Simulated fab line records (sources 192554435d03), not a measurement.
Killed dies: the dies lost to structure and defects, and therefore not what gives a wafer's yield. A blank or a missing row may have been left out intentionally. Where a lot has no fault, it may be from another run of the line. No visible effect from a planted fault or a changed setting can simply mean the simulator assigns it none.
Matching of chambers | flow n5-finfet | N5_MOL_CONTACT_COAG_STRIP_98 on rie-diel-01: 4 sister chambers
The step strips in N2/H2. 8 wafers are shown with their chamber, then 12 later ones without.

== WAFERS PAIRED WITH THEIR CHAMBERS ==
wafer  | chamber | drypump-motor-current-A (A) | throttle-valve-pct (%)
L084.4 | 0       | 5.1                         | 18.60
L085.4 | 1       | 6.1                         | 18.72
L086.1 | 1       | 6.1                         | 18.73
L086.2 | 3       | 5.7                         | 19.16
L086.6 | 0       | 5.2                         | 18.62
L089.1 | 2       | 5.6                         | 18.73
L089.5 | 3       | 5.7                         | 19.16
L089.6 | 2       | 5.5                         | 18.71

== WAFERS WITH NO CHAMBER GIVEN ==
wafer  | drypump-motor-current-A (A) | throttle-valve-pct (%)
L091.2 | 5.6                         | 18.70
L091.3 | 5.2                         | 18.60
L091.4 | 6.1                         | 18.76
L092.1 | 5.5                         | 18.71
L092.2 | 6.1                         | 18.73
L092.6 | 5.2                         | 18.63
L095.2 | 5.2                         | 18.64
L095.3 | 6.1                         | 18.75
L095.6 | 6.1                         | 18.77
L097.1 | 5.2                         | 18.67
L097.3 | 5.6                         | 18.76
L097.6 | 5.6                         | 18.73

== WHICH CHAMBER EACH WENT THROUGH ==
wafer  | from the rows above | in truth
L091.2 | 2                   | 2
L091.3 | 0                   | 0
L091.4 | 1                   | 1
L092.1 | 2                   | 2
L092.2 | 1                   | 1
L092.6 | 0                   | 0
L095.2 | 0                   | 0
L095.3 | 1                   | 1
L095.6 | 1                   | 1
L097.1 | 0                   | 0
L097.3 | 2                   | 2
L097.6 | 2                   | 2
Correctly placed: 12 of 12. Left unplaced by these rows: 0. 0 placed wrongly.
How it was worked out, from the rows above alone: a wafer's distance from a chamber is the root of the sum, over the readings, of the square of ((its reading less the chamber's mean) divided by the reading's scatter). The wafer belongs to the nearest chamber; if the next one is less than 2 further off, it can't be placed. Each chamber's mean is taken over the wafers shown for it. The scatter is the square root of a quotient: the sum, over the shown wafers, of each reading's squared deviation from its chamber's mean, divided by wafers minus chambers.
